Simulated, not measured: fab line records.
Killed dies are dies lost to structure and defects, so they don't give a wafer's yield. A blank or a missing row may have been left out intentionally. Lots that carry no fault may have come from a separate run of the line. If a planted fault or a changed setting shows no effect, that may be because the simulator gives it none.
Lot-split experiment | flow n5Finfet | 39 wafers read across 7 lots, on a route 1938 steps long

## THE SPLIT
At N5_FIN_SAQP_DEVELOP_15 (develop time 30 s), the setting developTimeS was moved away from the recipe's 30 s on 15 of the 39 wafers read, by -38.6% to +56.9%. This setting was run at the recipe's value on the other wafers.

Split to reading: the file shows no intervening step.

## THE READING
cdNm at N5_FIN_SAQP_CD_MEAS_16, given in nm (cd target 35.6 nm). Fault-free wafers of this fab line usually give 35.6 nm, standard deviation 0.33 nm.

wafer  | tool, chamber at the split | developTimeS as run, s | against the recipe | cdNm, nm | against lot-mates on the recipe
L074.1 | lithoTrack-01, 0           | 30                     | recipe             | 35.1     | -
L074.2 | lithoTrack-01, 0           | 30                     | recipe             | 35.5     | -
L074.3 | lithoTrack-01, 0           | 30                     | recipe             | 35.4     | -
L074.4 | lithoTrack-01, 0           | 19.96                  | -33.5%             | 36.4     | +1.1
L074.5 | lithoTrack-01, 0           | 19.96                  | -33.5%             | 36.2     | +0.9
L074.6 | lithoTrack-01, 0           | 19.96                  | -33.5%             | 36.1     | +0.8
L082.1 | lithoTrack-01, 0           | 46.27                  | +54.2%             | 34.6     | -1.2
L082.2 | lithoTrack-01, 0           | 30                     | recipe             | 35.8     | -
L082.3 | lithoTrack-01, 0           | 30                     | recipe             | 35.3     | -
L082.4 | lithoTrack-01, 0           | 46.27                  | +54.2%             | 34.5     | -1.3
L082.5 | lithoTrack-01, 0           | 30                     | recipe             | 36.2     | -
L082.6 | lithoTrack-01, 0           | 46.27                  | +54.2%             | 34.3     | -1.5
L086.1 | lithoTrack-01, 0           | 25.18                  | -16.1%             | 36.2     | +0.5
L086.2 | lithoTrack-01, 0           | 30                     | recipe             | 35.9     | -
L086.3 | lithoTrack-01, 0           | 30                     | recipe             | 35.4     | -
L086.4 | lithoTrack-01, 0           | 25.18                  | -16.1%             | 36.2     | +0.5
L086.5 | lithoTrack-01, 0           | 30                     | recipe             | 35.8     | -
L086.6 | lithoTrack-01, 0           | 25.18                  | -16.1%             | 36.5     | +0.8
L091.3 | lithoTrack-04, 0           | 30                     | recipe             | 35.9     | -
L091.5 | lithoTrack-04, 0           | 30                     | recipe             | 35.8     | -
L091.6 | lithoTrack-04, 0           | 30                     | recipe             | 36.0     | -
L092.1 | lithoTrack-04, 0           | 30                     | recipe             | 35.3     | -
L092.2 | lithoTrack-04, 0           | 30                     | recipe             | 36.0     | -
L092.3 | lithoTrack-04, 0           | 30                     | recipe             | 35.7     | -
L092.4 | lithoTrack-04, 0           | 30                     | recipe             | 35.7     | -
L092.5 | lithoTrack-04, 0           | 30                     | recipe             | 35.5     | -
L092.6 | lithoTrack-04, 0           | 30                     | recipe             | 35.9     | -
L094.1 | lithoTrack-04, 0           | 30                     | recipe             | 36.0     | -
L094.2 | lithoTrack-04, 0           | 30                     | recipe             | 35.5     | -
L094.3 | lithoTrack-04, 0           | 47.07                  | +56.9%             | 34.3     | -1.5
L094.4 | lithoTrack-04, 0           | 47.07                  | +56.9%             | 34.2     | -1.6
L094.5 | lithoTrack-04, 0           | 47.07                  | +56.9%             | 35.1     | -0.7
L094.6 | lithoTrack-04, 0           | 30                     | recipe             | 35.9     | -
L096.1 | lithoTrack-04, 0           | 30                     | recipe             | 35.6     | -
L096.2 | lithoTrack-04, 0           | 18.43                  | -38.6%             | 36.3     | +0.6
L096.3 | lithoTrack-04, 0           | 30                     | recipe             | 36.1     | -
L096.4 | lithoTrack-04, 0           | 18.43                  | -38.6%             | 36.5     | +0.8
L096.5 | lithoTrack-04, 0           | 18.43                  | -38.6%             | 36.8     | +1.1
L096.6 | lithoTrack-04, 0           | 30                     | recipe             | 35.4     | -

THE FIT
A straight line over all 39 wafers: cdNm changes by -0.0213 nm for each +1% of developTimeS; r = -0.90; the points scatter about the line by 0.29 nm.
The same after taking each lot's own level away (the mean of its wafers on the recipe; 39 wafers): -0.0238 nm for each +1%; r = -0.93; scatter 0.25 nm.
On that fit, the largest move of developTimeS shifts the reading by 1.4 nm.
Measured against the standard deviation above, the lots' own levels, which go from 35.33 to 35.90 nm, span 1.7 times it.
Hence the slope depends on the lot-to-lot level, as the two fits are not the same.
Check: -1.3 nm against its lot-mates is what the line predicts for one of the wafers moved furthest among these (+56.9%) when that wafer is left out of the fit. Against them it came out at -1.5 nm.

## THE FILE'S OWN FIT
cdNm changes by -0.0233 nm for each +1% of developTimeS, r = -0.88.
